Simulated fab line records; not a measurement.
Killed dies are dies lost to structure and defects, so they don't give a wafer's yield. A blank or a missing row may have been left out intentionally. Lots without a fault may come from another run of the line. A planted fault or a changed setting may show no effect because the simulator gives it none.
Chamber matching + flow n5-finfet + 4 sister chambers for N5_DUMMY_GATE_HM_OPEN_21 on rie-diel-01
The step chemistry CH3F/O2, target SiNx, target depth 120 nm, time 171.4 s. 4 wafers are shown with their chamber, then 11 later ones without.

## WAFERS PAIRED WITH THEIR CHAMBERS
| wafer  | chamber | showerhead-plenum-p-Torr (Torr) |
|--------|---------|---------------------------------|
| L085.4 | 3       | 2.09                            |
| L089.3 | 1       | 1.96                            |
| L089.6 | 0       | 1.88                            |
| L091.2 | 2       | 1.96                            |

## WAFERS MISSING THEIR CHAMBER
| wafer  | showerhead-plenum-p-Torr (Torr) |
|--------|---------------------------------|
| L091.3 | 1.88                            |
| L091.4 | 1.96                            |
| L092.2 | 1.96                            |
| L092.4 | 1.96                            |
| L092.6 | 2.09                            |
| L094.2 | 1.96                            |
| L094.3 | 2.08                            |
| L094.5 | 1.96                            |
| L095.1 | 1.95                            |
| L095.2 | 1.96                            |
| L095.4 | 2.08                            |

## WHICH CHAMBER EACH WENT THROUGH
| wafer  | from the rows above     | in truth |
|--------|-------------------------|----------|
| L091.3 | 0                       | 0        |
| L091.4 | can't be placed: 1 or 2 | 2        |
| L092.2 | can't be placed: 1 or 2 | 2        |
| L092.4 | can't be placed: 1 or 2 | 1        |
| L092.6 | 3                       | 3        |
| L094.2 | can't be placed: 1 or 2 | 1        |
| L094.3 | 3                       | 3        |
| L094.5 | can't be placed: 1 or 2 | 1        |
| L095.1 | can't be placed: 1 or 2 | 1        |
| L095.2 | can't be placed: 1 or 2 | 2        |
| L095.4 | 3                       | 3        |
4 of 11 placed correctly. From these rows, 7 cannot be placed; in 7 the true chamber is one of the candidates. Wrongly placed: 0.
How it was worked out, from the rows above alone: a wafer's distance from a chamber is the root of the sum, over the readings, of the square of ((its reading less the chamber's mean) divided by the reading's scatter). The wafer belongs to the nearest chamber; if the next one is less than 2 further off, it can't be placed. For every chamber, the mean is computed from those of its wafers that are shown. The scatter: root of mean squared gap, hidden wafer to nearest shown wafer, with one shown wafer a chamber.
